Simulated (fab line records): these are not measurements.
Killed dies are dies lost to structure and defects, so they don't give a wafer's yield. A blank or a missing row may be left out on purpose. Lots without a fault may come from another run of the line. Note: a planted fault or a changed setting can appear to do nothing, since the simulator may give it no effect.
fab line records	flow n5_finfet
[record] lots = 24	wafers = 72	last_day = 18
route steps=1938 shown BEOL_M0@730 BEOL_M1@752
lots with no fault: from the same line, run without faults
start_h: start of the lot's first displayed wafer, in hours after the record's first day	wait_h: how many hours have passed since the lot's step before this one	" as in the row above	L1.1+2: a row that stands for several wafers	- either no value or no given start	* or withheld: withheld	< > ~ a bound
route shown NAME@n: a module of which the file shows steps, and the number in the route of the first	usual: mean/standard deviation of fault-free wafers	same: alike in all rows	chamber/n: place in a boat	sites: readings site by site	_std_site: the standard deviation of these	_edge_site: inner sites' mean taken away from outer sites' mean	radius_mm: for every site, how far away it sits from the centre of the wafer	mask NAME#n: copy n	behind: tool/chamber where the wafer was last shaped	hold: the reason the lot was held/the length of the hold in hours/how it ended	device: transistor that didn't switch, given as n, p or np	end of line: the tests these same wafers got at the end of their route	a step without rows: its recipe alone	killed: at the first sort, the dies lost to defects and structure; wafer yield is something else	map: dies across one wafer; x = killed, . = not, _ = none there
set.NAME: the run value of the setting; set.NAME@STEP: its run value at that earlier step	model.NAME: the simulator's own value behind a step, which no gauge read
the route's steps for a sample of lots (tables are steps, rows are wafers)
services: a tool's chamber out of use, with start hour (start_h, from the record's first day; less than 0 if before it), hours out, and reason
[[steps]]
[step N5_BEOL_M0_PRE_CLEAN_113]
[recipe] gas = H2/He	time_s = 30	temp_c = 250
[usual] heater_power_w = 323/28
lot.wafer	tool	chamber	start_h	wait_h	heater_power_w
L074.2	pvd_sputter-01	-	119.25	0.0	291
L074.3	"	-	"	"	349
L074.6	"	-	"	"	351
L075.3	pvd_sputter-01	-	125.44	0.0	290
L075.4	"	-	"	"	329
L075.5	"	-	"	"	284
L076.1	pvd_sputter-03	-	132.65	0.0	303
L076.2	"	-	"	"	311
L076.5	"	-	"	"	302
L077.2	pvd_sputter-03	-	141.06	0.0	306
L077.4	"	-	"	"	335
L077.5	"	-	"	"	328
L078.2	pvd_sputter-01	-	142.23	0.0	338
L078.5	"	-	"	"	340
L078.6	"	-	"	"	353
L079.2	pvd_sputter-01	-	152.51	0.0	281
L079.3	"	-	"	"	341
L079.4	"	-	"	"	344
L080.1	pvd_sputter-01	-	159.48	0.0	337
L080.2	"	-	"	"	296
L080.6	"	-	"	"	284
L082.1	pvd_sputter-01	-	164.72	0.0	350
L082.2	"	-	"	"	278
L082.4	"	-	"	"	334
L081.2	pvd_sputter-01	-	165.54	0.0	336
L081.3	"	-	"	"	342
L081.4	"	-	"	"	288
L083.1	pvd_sputter-01	-	168.50	0.0	344
L083.2	"	-	"	"	281
L083.5	"	-	"	"	351
L084.1	pvd_sputter-01	-	178.21	0.0	347
L084.3	"	-	"	"	291
L084.5	"	-	"	"	286
L085.3	pvd_sputter-01	-	183.98	0.0	345
L085.5	"	-	"	"	282
L085.6	"	-	"	"	346
L086.1	pvd_sputter-02	-	196.99	0.0	339
L086.4	"	-	"	"	286
L086.5	"	-	"	"	287
L087.1	pvd_sputter-02	-	199.83	0.0	288
L087.5	"	-	"	"	277
L087.6	"	-	"	"	310
L088.1	pvd_sputter-03	-	204.58	0.0	304
L088.2	"	-	"	"	340
L088.4	"	-	"	"	303
L089.2	pvd_sputter-03	-	206.46	0.0	335
L089.4	"	-	"	"	301
L089.5	"	-	"	"	294
L090.1	pvd_sputter-01	-	209.38	0.0	292
L090.4	"	-	"	"	350
L090.6	"	-	"	"	342
L091.1	pvd_sputter-02	-	216.63	0.0	390
L091.2	"	-	"	"	291
L091.4	"	-	"	"	327
L092.3	pvd_sputter-02	-	223.70	0.0	292
L092.5	"	-	"	"	306
L092.6	"	-	"	"	286
L093.4	pvd_sputter-01	-	227.43	0.0	281
L093.5	"	-	"	"	277
L093.6	"	-	"	"	349
L094.2	pvd_sputter-03	-	235.06	0.0	336
L094.4	"	-	"	"	300
L094.5	"	-	"	"	311
L095.1	pvd_sputter-02	-	245.07	0.0	336
L095.3	"	-	"	"	314
L095.6	"	-	"	"	398
L096.1	pvd_sputter-03	-	249.79	0.0	288
L096.2	"	-	"	"	312
L096.4	"	-	"	"	298
L097.1	pvd_sputter-01	-	257.31	0.0	286
L097.4	"	-	"	"	339
L097.6	"	-	"	"	335
[step N5_BEOL_M0_SURFACE_TREAT_137]
[recipe] gas = Ar	time_s = *	ion_energy_ev = *	ion_current_ma_cm2 = 0.5	pressure_mtorr = *	ar_flow_sccm = 30
[usual] throttle_valve_pct = *
lot.wafer	tool	chamber	start_h	wait_h	throttle_valve_pct
L074.2	pvd_sputter-03	-	119.65	0.2	*
L074.3	"	-	"	"	*
L074.6	"	-	"	"	*
L075.3	pvd_sputter-01	-	127.40	1.8	*
L075.4	"	-	"	"	*
L075.5	"	-	"	"	*
L076.1	pvd_sputter-02	-	133.02	0.2	*
L076.2	"	-	"	"	*
L076.5	"	-	"	"	*
L077.2	pvd_sputter-02	-	141.40	0.2	*
L077.4	"	-	"	"	*
L077.5	"	-	"	"	*
L078.2	pvd_sputter-01	-	142.61	0.2	*
L078.5	"	-	"	"	*
L078.6	"	-	"	"	*
L079.2	pvd_sputter-01	-	152.80	0.1	*
L079.3	"	-	"	"	*
L079.4	"	-	"	"	*
L080.1	pvd_sputter-03	-	159.84	0.2	*
L080.2	"	-	"	"	*
L080.6	"	-	"	"	*
L082.1	pvd_sputter-01	-	165.02	0.1	*
L082.2	"	-	"	"	*
L082.4	"	-	"	"	*
L081.2	pvd_sputter-02	-	165.84	0.1	*
L081.3	"	-	"	"	*
L081.4	"	-	"	"	*
L083.1	pvd_sputter-01	-	168.82	0.2	*
L083.2	"	-	"	"	*
L083.5	"	-	"	"	*
L084.1	pvd_sputter-03	-	178.80	0.4	*
L084.3	"	-	"	"	*
L084.5	"	-	"	"	*
L085.3	pvd_sputter-01	-	184.56	0.2	*
L085.5	"	-	"	"	*
L085.6	"	-	"	"	*
L086.1	pvd_sputter-02	-	197.31	0.2	*
L086.4	"	-	"	"	*
L086.5	"	-	"	"	*
L087.1	pvd_sputter-02	-	200.15	0.1	*
L087.5	"	-	"	"	*
L087.6	"	-	"	"	*
L088.1	pvd_sputter-03	-	204.94	0.2	*
L088.2	"	-	"	"	*
L088.4	"	-	"	"	*
L089.2	pvd_sputter-02	-	206.77	0.1	*
L089.4	"	-	"	"	*
L089.5	"	-	"	"	*
L090.1	pvd_sputter-01	-	209.68	0.1	*
L090.4	"	-	"	"	*
L090.6	"	-	"	"	*
L091.1	pvd_sputter-02	-	216.93	0.1	*
L091.2	"	-	"	"	*
L091.4	"	-	"	"	*
L092.3	pvd_sputter-03	-	224.10	0.2	*
L092.5	"	-	"	"	*
L092.6	"	-	"	"	*
L093.4	pvd_sputter-02	-	228.79	1.2	*
L093.5	"	-	"	"	*
L093.6	"	-	"	"	*
L094.2	pvd_sputter-01	-	235.52	0.2	*
L094.4	"	-	"	"	*
L094.5	"	-	"	"	*
L095.1	pvd_sputter-02	-	245.36	0.1	*
L095.3	"	-	"	"	*
L095.6	"	-	"	"	*
L096.1	pvd_sputter-03	-	250.11	0.1	*
L096.2	"	-	"	"	*
L096.4	"	-	"	"	*
L097.1	pvd_sputter-01	-	257.67	0.2	*
L097.4	"	-	"	"	*
L097.6	"	-	"	"	*
[step N5_BEOL_M0_SPUTTER_116]
[recipe] material = Cu	target_thk_a = 40	temp_c = -20	chamber_pressure_pa = 0.07	power_w = withheld	time_s = 7.37
[usual] chamber_pressure_pa = 0.06998/0.00014	throttle_valve_pct = 30.0/0.99
lot.wafer	tool	chamber	start_h	wait_h	chamber_pressure_pa	throttle_valve_pct
L074.2	pvd_sputter-03	-	119.85	0.1	0.07006	29.8
L074.3	"	-	"	"	0.07007	29.4
L074.6	"	-	"	"	0.07012	30.5
L075.3	pvd_sputter-02	-	127.59	0.1	0.06963	31.1
L075.4	"	-	"	"	0.06991	30.6
L075.5	"	-	"	"	0.06993	31.0
L076.1	pvd_sputter-03	-	133.33	0.1	0.06989	29.8
L076.2	"	-	"	"	0.0701	30.7
L076.5	"	-	"	"	0.07024	29.1
L077.2	pvd_sputter-03	-	141.80	0.2	0.07013	28.4
L077.4	"	-	"	"	0.07002	30.1
L077.5	"	-	"	"	0.06987	29.2
L078.2	pvd_sputter-01	-	142.83	0.1	0.06997	28.2
L078.5	"	-	"	"	0.06996	28.4
L078.6	"	-	"	"	0.06979	31.4
L079.2	pvd_sputter-01	-	152.96	0.1	0.07013	31.4
L079.3	"	-	"	"	0.06996	31.0
L079.4	"	-	"	"	0.07005	30.3
L080.1	pvd_sputter-03	-	160.04	0.1	0.07033	30.0
L080.2	"	-	"	"	0.07001	29.7
L080.6	"	-	"	"	0.06986	29.8
L082.1	pvd_sputter-02	-	165.29	0.2	0.07023	31.0
L082.2	"	-	"	"	0.06997	30.9
L082.4	"	-	"	"	0.06981	30.5
L081.2	pvd_sputter-02	-	166.02	0.1	0.07009	31.2
L081.3	"	-	"	"	0.0697	29.2
L081.4	"	-	"	"	0.06996	30.9
L083.1	pvd_sputter-01	-	169.30	0.1	0.06992	28.4
L083.2	"	-	"	"	0.06993	30.6
L083.5	"	-	"	"	0.07006	31.3
L084.1	pvd_sputter-01	-	180.26	1.1	0.06997	31.3
L084.3	"	-	"	"	0.06991	30.5
L084.5	"	-	"	"	0.06976	30.3
L085.3	pvd_sputter-02	-	184.78	0.1	0.07004	31.0
L085.5	"	-	"	"	0.07019	31.0
L085.6	"	-	"	"	0.06993	29.3
L086.1	pvd_sputter-03	-	197.56	0.1	0.06996	28.5
L086.4	"	-	"	"	0.06972	29.1
L086.5	"	-	"	"	0.06987	29.7
L087.1	pvd_sputter-03	-	200.36	0.1	0.06992	28.6
L087.5	"	-	"	"	0.06996	29.7
L087.6	"	-	"	"	0.07007	30.3
L088.1	pvd_sputter-03	-	205.38	0.3	0.06986	28.8
L088.2	"	-	"	"	0.07013	29.5
L088.4	"	-	"	"	0.06998	30.2
L089.2	pvd_sputter-01	-	207.98	0.9	0.07024	31.2
L089.4	"	-	"	"	0.07009	30.4
L089.5	"	-	"	"	0.06986	28.6
L090.1	pvd_sputter-01	-	211.88	1.8	0.07009	31.3
L090.4	"	-	"	"	0.07036	31.1
L090.6	"	-	"	"	0.0701	28.6
L091.1	pvd_sputter-03	-	217.17	0.1	0.06994	29.3
L091.2	"	-	"	"	0.0699	28.6
L091.4	"	-	"	"	0.07001	29.8
L092.3	pvd_sputter-01	-	225.82	1.4	0.06995	30.6
L092.5	"	-	"	"	0.06985	31.2
L092.6	"	-	"	"	0.06976	30.4
L093.4	pvd_sputter-02	-	229.07	0.1	0.06989	29.3
L093.5	"	-	"	"	0.06978	29.4
L093.6	"	-	"	"	0.07004	30.6
L094.2	pvd_sputter-01	-	235.78	0.2	0.07009	31.4
L094.4	"	-	"	"	0.06983	30.6
L094.5	"	-	"	"	0.06975	30.6
L095.1	pvd_sputter-02	-	245.53	0.1	0.07003	29.4
L095.3	"	-	"	"	0.07003	30.9
L095.6	"	-	"	"	0.06989	30.3
L096.1	pvd_sputter-03	-	250.43	0.2	0.07011	30.4
L096.2	"	-	"	"	0.06996	29.7
L096.4	"	-	"	"	0.0701	29.3
L097.1	pvd_sputter-02	-	257.91	0.1	0.06987	30.5
L097.4	"	-	"	"	0.07019	30.8
L097.6	"	-	"	"	0.06987	30.6
[step N5_BEOL_M1_THK_MEAS_01]
[recipe] reads = SiOC_of_BEOL_M1_ILD_DEP_00
[usual] M1_ILD_THK = 78.6/0.95
lot.wafer	tool	chamber	start_h	wait_h	M1_ILD_THK[nm]
L074.2	film_metro-02	-	121.44	0.1	79.4
L074.3	"	-	"	"	76.9
L074.6	"	-	"	"	78.9
L075.3	film_metro-02	-	129.27	0.1	78.2
L075.4	"	-	"	"	78.7
L075.5	"	-	"	"	78.6
L076.1	film_metro-01	-	135.33	0.0	78.0
L076.2	"	-	"	"	77.8
L076.5	"	-	"	"	78.6
L077.2	film_metro-01	-	143.90	0.1	77.7
L077.4	"	-	"	"	80.3
L077.5	"	-	"	"	79.0
L078.2	film_metro-02	-	144.44	0.1	78.3
L078.5	"	-	"	"	79.9
L078.6	"	-	"	"	78.1
L079.2	film_metro-01	-	154.50	0.1	77.7
L079.3	"	-	"	"	78.1
L079.4	"	-	"	"	79.5
L080.1	film_metro-01	-	162.29	0.1	78.1
L080.2	"	-	"	"	79.3
L080.6	"	-	"	"	77.5
L082.1	film_metro-01	-	167.24	0.0	77.5
L082.2	"	-	"	"	78.5
L082.4	"	-	"	"	78.7
L081.2	film_metro-01	-	167.56	0.1	78.0
L081.3	"	-	"	"	78.4
L081.4	"	-	"	"	79.8
L083.1	film_metro-01	-	170.86	0.0	78.5
L083.2	"	-	"	"	79.2
L083.5	"	-	"	"	79.9
L084.1	film_metro-01	-	181.89	0.0	77.0
L084.3	"	-	"	"	77.8
L084.5	"	-	"	"	77.7
L085.3	film_metro-01	-	186.32	0.1	76.0
L085.5	"	-	"	"	79.3
L085.6	"	-	"	"	78.6
L086.1	film_metro-01	-	199.15	0.0	77.0
L086.4	"	-	"	"	78.6
L086.5	"	-	"	"	78.1
L087.1	film_metro-01	-	202.02	0.0	79.1
L087.5	"	-	"	"	80.8
L087.6	"	-	"	"	79.7
L088.1	film_metro-01	-	207.11	0.0	78.5
L088.2	"	-	"	"	78.8
L088.4	"	-	"	"	79.0
L089.2	film_metro-01	-	209.54	0.1	76.9
L089.4	"	-	"	"	77.2
L089.5	"	-	"	"	78.3
L090.1	film_metro-01	-	213.43	0.0	78.3
L090.4	"	-	"	"	78.7
L090.6	"	-	"	"	79.1
L091.1	film_metro-01	-	219.13	0.0	78.0
L091.2	"	-	"	"	78.4
L091.4	"	-	"	"	80.6
L092.3	film_metro-01	-	227.97	0.1	77.4
L092.5	"	-	"	"	79.4
L092.6	"	-	"	"	78.6
L093.4	film_metro-01	-	230.81	0.0	78.5
L093.5	"	-	"	"	79.9
L093.6	"	-	"	"	79.5
L094.2	film_metro-02	-	237.31	0.1	78.7
L094.4	"	-	"	"	79.1
L094.5	"	-	"	"	80.3
L095.1	film_metro-01	-	249.59	0.1	77.7
L095.3	"	-	"	"	78.3
L095.6	"	-	"	"	78.8
L096.1	film_metro-01	-	252.06	0.0	77.6
L096.2	"	-	"	"	77.5
L096.4	"	-	"	"	78.6
L097.1	film_metro-02	-	259.46	0.0	79.0
L097.4	"	-	"	"	80.3
L097.6	"	-	"	"	80.5
[step N5_BEOL_M1_ETCH_74]
[recipe] chemistry = N2/H2	target = underlayer	target_depth_a = 65	mask_material = CAR-EUV	time_s = 5.2	ion_energy_ev = 200	pressure_mtorr = 30	source_w = 840	bias_w = 150	n2_flow_sccm = 200	h2_flow_sccm = 200	ends = cleared
[usual] chamber_pressure_mTorr = 30.00/0.045	drypump_motor_current_A = 5.7/0.51	etch_rf_on_time_s = 5.18/0.088	oes_product_au = 0.70/0.084	rf_vpp_V = 526/3.1	showerhead_plenum_p_Torr = 2.60/0.1	throttle_valve_pct = 17.83/0.25
lot.wafer	tool	chamber	start_h	wait_h	chamber_pressure_mTorr	drypump_motor_current_A	etch_rf_on_time_s	oes_product_au	rf_hours_counter_h	rf_vpp_V	showerhead_plenum_p_Torr	throttle_valve_pct
L074.2	rie_diel-03	2	125.29	0.0	30.03	5.1	5.25	0.60	207	522	2.41	17.91
L074.3	"	1	"	"	29.96	5.4	5.19	0.65	169	527	2.66	18.11
L074.6	"	1	"	"	30.03	5.4	5.23	0.64	-	525	2.66	18.14
L075.3	rie_diel-03	3	131.62	0.0	29.97	6.2	5.08	0.83	1	529	2.73	17.83
L075.4	"	2	"	"	30.05	5.1	5.27	0.61	-	521	2.41	17.96
L075.5	"	3	"	"	30.02	6.2	5.11	0.81	-	529	2.73	17.83
L076.1	rie_diel-04	2	138.42	0.0	29.93	5.4	5.13	0.79	14	529	2.71	17.69
L076.2	"	3	"	"	30.06	5.5	5.16	0.80	8	528	2.61	17.47
L076.5	"	2	"	"	29.99	5.4	5.10	0.79	-	532	2.71	17.71
L077.2	rie_diel-03	3	145.95	0.0	30.05	6.2	5.16	0.79	7	529	2.73	17.83
L077.4	"	3	"	"	29.91	6.2	5.14	0.80	-	529	2.73	17.84
L077.5	"	2	"	"	30.01	5.1	5.30	0.60	-	518	2.41	17.93
L078.2	rie_diel-03	2	146.36	0.0	30.01	5.1	5.28	0.61	214	522	2.41	17.93
L078.5	"	1	"	"	29.96	5.4	5.24	0.63	-	526	2.66	18.13
L078.6	"	3	"	"	30.01	6.2	5.15	0.78	-	530	2.73	17.85
L079.2	rie_diel-06	1	155.82	0.0	29.94	6.7	5.28	0.60	202	526	2.64	18.22
L079.3	"	3	"	"	29.94	6.0	5.20	0.67	135	525	2.56	17.75
L079.4	"	0	"	"	30.04	5.9	5.25	0.80	15	525	2.62	17.68
L080.1	rie_diel-03	0	164.05	0.0	30.02	5.9	5.09	0.84	4	526	2.70	17.47
L080.2	"	2	"	"	29.98	5.1	5.30	0.59	222	520	2.41	17.95
L080.6	"	2	"	"	29.98	5.1	5.34	0.59	-	519	2.41	17.95
L082.1	rie_diel-03	2	168.42	0.0	29.98	5.1	5.28	0.60	224	520	2.41	17.95
L082.2	"	1	"	"	29.94	5.4	5.22	0.63	186	527	2.65	18.14
L082.4	"	3	"	"	30.05	6.2	5.12	0.77	11	528	2.73	17.83
L081.2	rie_diel-06	0	168.48	0.0	29.98	6.0	5.22	0.77	19	526	2.62	17.69
L081.3	"	1	"	"	29.96	6.7	5.22	0.60	206	528	2.64	18.24
L081.4	"	2	"	"	29.93	5.5	5.10	0.79	12	522	2.51	17.40
L083.1	rie_diel-03	2	174.12	0.0	30.02	5.1	5.22	0.60	226	521	2.41	17.97
L083.2	"	3	"	"	29.95	6.2	5.06	0.77	13	529	2.72	17.87
L083.5	"	2	"	"	30.08	5.1	5.27	0.60	-	519	2.41	17.96
L084.1	rie_diel-04	2	184.27	0.0	30.03	5.4	5.07	0.77	28	529	2.70	17.71
L084.3	"	0	"	"	30.05	6.4	5.11	0.74	39	525	2.58	17.93
L084.5	"	2	"	"	30.01	5.4	5.09	0.76	-	529	2.70	17.71
L085.3	rie_diel-03	2	188.61	0.0	29.90	5.1	5.36	0.59	230	520	2.40	17.96
L085.5	"	1	"	"	30.01	5.4	5.31	0.63	-	526	2.65	18.17
L085.6	"	2	"	"	29.99	5.1	5.34	0.59	-	522	2.40	17.96
L086.1	rie_diel-03	3	200.87	0.0	29.98	6.2	5.13	0.77	21	528	2.72	17.88
L086.4	"	1	"	"	30.00	5.4	5.27	0.63	196	528	2.65	18.16
L086.5	"	0	"	"	29.94	5.9	5.06	0.82	-	528	2.69	17.47
L087.1	rie_diel-04	0	205.00	0.0	30.01	6.4	5.10	0.73	48	524	2.58	17.91
L087.5	"	2	"	"	29.96	5.4	5.05	0.77	-	530	2.70	17.71
L087.6	"	0	"	"	30.03	6.4	5.13	0.72	-	524	2.58	17.93
L088.1	rie_diel-03	0	209.54	0.0	30.02	5.9	5.00	0.82	18	528	2.69	17.45
L088.2	"	3	"	"	29.95	6.2	5.12	0.75	24	529	2.72	17.89
L088.4	"	1	"	"	29.99	5.4	5.31	0.63	199	528	2.65	18.16
L089.2	rie_diel-06	2	210.32	0.0	29.98	5.5	5.07	0.77	25	523	2.50	17.40
L089.4	"	1	"	"	30.00	6.8	5.20	0.59	217	526	2.63	18.25
L089.5	"	1	"	"	30.06	6.8	5.15	0.59	-	525	2.63	18.25
L090.1	rie_diel-06	1	215.49	0.0	30.02	6.8	5.22	0.59	218	525	2.63	18.24
L090.4	"	3	"	"	29.95	6.0	5.13	0.66	153	527	2.55	17.76
L090.6	"	3	"	"	30.04	6.0	5.15	0.65	-	524	2.55	17.78
L091.1	rie_diel-04	3	220.79	0.0	30.01	5.5	5.17	0.73	36	525	2.60	17.49
L091.2	"	2	"	"	30.09	5.4	5.08	0.76	42	531	2.69	17.73
L091.4	"	1	"	"	30.02	4.7	5.11	0.83	5	525	2.61	17.39
L092.3	rie_diel-03	0	230.05	0.0	29.90	5.9	5.12	0.79	23	529	2.69	17.48
L092.5	"	0	"	"	30.03	5.9	5.09	0.81	-	530	2.69	17.47
L092.6	"	1	"	"	30.01	5.4	5.30	0.62	-	527	2.64	18.21
L093.4	rie_diel-03	3	231.99	0.0	30.07	6.2	5.16	0.74	-	530	2.72	17.87
L093.5	"	0	"	"	29.97	5.9	5.10	0.79	-	530	2.69	17.50
L093.6	"	2	"	"	30.06	5.1	5.38	0.58	-	520	2.40	17.97
L094.2	rie_diel-04	1	240.11	0.0	30.02	4.7	5.11	0.79	10	523	2.61	17.40
L094.4	"	2	"	"	29.98	5.4	5.03	0.75	48	530	2.69	17.75
L094.5	"	0	"	"	29.99	6.4	5.12	0.72	-	524	2.57	17.96
L095.1	rie_diel-06	0	250.42	0.0	30.02	5.9	5.20	0.74	44	524	2.61	17.75
L095.3	"	2	"	"	30.01	5.5	5.14	0.75	35	524	2.50	17.41
L095.6	"	0	"	"	30.02	5.9	5.27	0.74	-	524	2.61	17.73
L096.1	rie_diel-03	2	252.83	0.0	30.03	5.1	5.23	0.58	250	519	2.40	17.98
L096.2	"	0	"	"	29.97	5.9	5.01	0.78	31	529	2.68	17.49
L096.4	"	1	"	"	29.94	5.4	5.20	0.63	211	527	2.64	18.20
L097.1	rie_diel-06	3	260.76	0.0	30.01	5.9	5.12	0.64	168	523	2.55	17.77
L097.4	"	2	"	"	29.96	5.5	5.11	0.74	39	522	2.50	17.44
L097.6	"	1	"	"	29.96	6.8	5.24	0.58	-	525	2.63	18.26
[step N5_BEOL_M1_STRIP_66]
[recipe] chemistry = CF4	resist = SiARC	power_w = 300	bias_power_w = 75	pressure_mtorr = 50	cf4_flow_sccm = 150	rf_frequency_hz = 6e+07
[usual] chamber_pressure_mTorr = 50.00/0.049	drypump_motor_current_A = 5.7/0.51	oes_product_au = 0.81/0.092	rf_vpp_V = 271.6/1.7	showerhead_plenum_p_Torr = 1.83/0.062	throttle_valve_pct = 13.50/0.27
lot.wafer	tool	chamber	start_h	wait_h	chamber_pressure_mTorr	drypump_motor_current_A	oes_product_au	rf_hours_counter_h	rf_vpp_V	showerhead_plenum_p_Torr	throttle_valve_pct
L074.2	rie_diel-03	2	125.46	0.0	50.08	5.1	0.71	207	269.8	1.72	13.82
L074.3	"	1	"	"	50.02	5.4	0.75	169	272.1	1.86	13.65
L074.6	"	1	"	"	49.98	5.4	0.75	-	274.1	1.86	13.63
L075.3	rie_diel-03	3	131.80	0.0	50.02	6.2	0.94	1	273.9	1.91	13.41
L075.4	"	2	"	"	49.96	5.1	0.71	-	268.6	1.72	13.83
L075.5	"	3	"	"	50.00	6.2	0.94	-	275.1	1.91	13.41
L076.1	rie_diel-04	2	138.59	0.0	49.97	5.4	0.92	14	273.6	1.90	13.26
L076.2	"	3	"	"	49.99	5.5	0.90	8	270.7	1.83	13.12
L076.5	"	2	"	"	49.99	5.4	0.92	-	273.7	1.90	13.26
L077.2	rie_diel-03	3	146.12	0.0	49.96	6.2	0.91	8	273.3	1.91	13.43
L077.4	"	3	"	"	49.99	6.2	0.91	-	272.1	1.91	13.42
L077.5	"	2	"	"	50.03	5.1	0.71	-	269.2	1.72	13.85
L078.2	rie_diel-03	2	146.54	0.0	50.00	5.1	0.70	214	270.4	1.72	13.84
L078.5	"	1	"	"	49.91	5.4	0.75	-	271.2	1.86	13.67
L078.6	"	3	"	"	49.92	6.2	0.91	-	273.0	1.90	13.42
L079.2	rie_diel-06	1	155.99	0.0	49.93	6.8	0.70	202	272.0	1.86	13.85
L079.3	"	3	"	"	50.06	6.0	0.77	136	270.6	1.80	13.48
L079.4	"	0	"	"	49.94	5.9	0.92	15	270.8	1.82	13.19
L080.1	rie_diel-03	0	164.22	0.0	50.03	5.9	0.97	4	273.6	1.91	13.20
L080.2	"	2	"	"	50.07	5.1	0.69	222	268.6	1.72	13.88
L080.6	"	2	"	"	49.99	5.1	0.70	-	268.5	1.72	13.84
L082.1	rie_diel-03	2	168.59	0.0	50.03	5.1	0.69	224	268.8	1.72	13.84
L082.2	"	1	"	"	50.00	5.4	0.74	186	272.7	1.85	13.68
L082.4	"	3	"	"	50.00	6.2	0.91	11	272.3	1.90	13.43
L081.2	rie_diel-06	0	168.65	0.0	50.01	5.9	0.91	19	271.3	1.82	13.19
L081.3	"	1	"	"	50.01	6.8	0.69	206	272.2	1.85	13.85
L081.4	"	2	"	"	50.05	5.5	0.91	12	268.9	1.77	13.08
L083.1	rie_diel-03	2	174.30	0.0	50.06	5.1	0.70	226	269.3	1.72	13.87
L083.2	"	3	"	"	50.02	6.2	0.89	13	274.3	1.90	13.42
L083.5	"	2	"	"	50.07	5.0	0.70	-	269.4	1.72	13.88
L084.1	rie_diel-04	2	184.44	0.0	49.97	5.4	0.89	28	273.3	1.89	13.29
L084.3	"	0	"	"	50.01	6.4	0.85	39	273.5	1.82	13.59
L084.5	"	2	"	"	50.00	5.4	0.88	-	272.9	1.89	13.29
L085.3	rie_diel-03	2	188.78	0.0	49.97	5.1	0.69	230	269.9	1.72	13.88
L085.5	"	1	"	"	50.00	5.4	0.74	-	273.6	1.85	13.70
L085.6	"	2	"	"	50.05	5.1	0.70	-	265.8	1.72	13.88
L086.1	rie_diel-03	3	201.04	0.0	50.01	6.2	0.88	21	273.9	1.90	13.46
L086.4	"	1	"	"	49.98	5.4	0.73	196	272.7	1.85	13.72
L086.5	"	0	"	"	49.98	5.9	0.93	-	272.2	1.91	13.24
L087.1	rie_diel-04	0	205.17	0.0	49.98	6.4	0.84	48	270.4	1.82	13.60
L087.5	"	2	"	"	50.01	5.4	0.87	-	273.9	1.89	13.32
L087.6	"	0	"	"	49.99	6.4	0.83	-	272.4	1.82	13.61
L088.1	rie_diel-03	0	209.71	0.0	50.05	5.9	0.92	18	273.2	1.91	13.26
L088.2	"	3	"	"	49.99	6.2	0.87	24	272.5	1.90	13.45
L088.4	"	1	"	"	50.05	5.4	0.73	199	272.0	1.85	13.72
L089.2	rie_diel-06	2	210.49	0.0	49.97	5.5	0.88	25	268.9	1.76	13.09
L089.4	"	1	"	"	49.95	6.8	0.68	217	272.2	1.85	13.86
L089.5	"	1	"	"	50.06	6.8	0.69	-	273.0	1.85	13.88
L090.1	rie_diel-06	1	215.66	0.0	50.07	6.7	0.68	218	271.1	1.85	13.89
L090.4	"	3	"	"	49.98	6.0	0.76	153	270.4	1.80	13.54
L090.6	"	3	"	"	50.01	6.0	0.75	-	270.1	1.80	13.52
L091.1	rie_diel-04	3	220.97	0.0	49.94	5.5	0.85	36	272.6	1.82	13.19
L091.2	"	2	"	"	49.99	5.4	0.86	42	274.9	1.89	13.33
L091.4	"	1	"	"	50.02	4.7	0.93	5	271.3	1.83	12.89
L092.3	rie_diel-03	0	230.22	0.0	50.02	5.9	0.91	23	273.3	1.90	13.26
L092.5	"	0	"	"	49.96	5.9	0.91	-	273.0	1.90	13.24
L092.6	"	1	"	"	49.92	5.4	0.72	-	271.7	1.85	13.71
L093.4	rie_diel-03	3	232.17	0.0	49.97	6.2	0.86	-	271.6	1.90	13.49
L093.5	"	0	"	"	50.02	5.9	0.91	-	271.2	1.90	13.24
L093.6	"	2	"	"	50.02	5.1	0.69	-	269.6	1.71	13.91
L094.2	rie_diel-04	1	240.29	0.0	50.11	4.7	0.90	10	271.9	1.82	12.91
L094.4	"	2	"	"	50.00	5.4	0.86	48	273.2	1.89	13.34
L094.5	"	0	"	"	50.09	6.5	0.82	-	270.8	1.82	13.65
L095.1	rie_diel-06	0	250.59	0.0	49.89	5.9	0.86	44	270.6	1.81	13.24
L095.3	"	2	"	"	50.00	5.5	0.85	36	270.3	1.76	13.13
L095.6	"	0	"	"	49.89	5.9	0.86	-	271.8	1.81	13.27
L096.1	rie_diel-03	2	253.00	0.0	50.05	5.1	0.68	250	268.8	1.71	13.93
L096.2	"	0	"	"	49.95	5.9	0.90	31	272.7	1.90	13.25
L096.4	"	1	"	"	49.97	5.4	0.72	211	272.7	1.85	13.74
L097.1	rie_diel-06	3	260.93	0.0	49.96	6.0	0.74	168	270.1	1.79	13.58
L097.4	"	2	"	"	50.07	5.5	0.85	39	269.5	1.76	13.13
L097.6	"	1	"	"	50.03	6.8	0.67	-	271.6	1.85	13.91
[[services]]
tool	chamber	start_h	hours	kind
rie_diel-04	3	101.37	-	clean
rie_diel-04	3	101.37	-	consumable_replace:focus_ring
rie_diel-04	3	101.37	12.9	scheduled_down
rie_diel-06	3	104.73	4.3	repair
rie_diel-03	3	109.89	-	clean
rie_diel-03	3	109.89	-	consumable_replace:focus_ring
rie_diel-03	3	109.89	-	consumable_replace:showerhead
rie_diel-06	2	111.69	-	clean
rie_diel-06	2	111.69	-	consumable_replace:focus_ring
rie_diel-06	2	111.69	13.6	scheduled_down
rie_diel-06	2	111.69	13.6	vent_cycle
rie_diel-03	0	128.83	-	clean
rie_diel-03	0	128.83	-	consumable_replace:focus_ring
rie_diel-03	0	128.83	-	consumable_replace:showerhead
rie_diel-03	0	128.83	26.8	scheduled_down
rie_diel-03	0	128.83	26.8	vent_cycle
rie_diel-04	1	179.78	2.1	repair
rie_diel-03	1	231.32	3.0	repair
rie_diel-06	2	238.25	3.6	repair
rie_diel-03	2	254.58	-	clean
rie_diel-03	2	254.58	-	consumable_replace:focus_ring
rie_diel-03	2	254.58	-	consumable_replace:showerhead
rie_diel-03	2	254.58	14.9	scheduled_down
rie_diel-03	2	254.58	14.9	vent_cycle
[[key]]
fault none
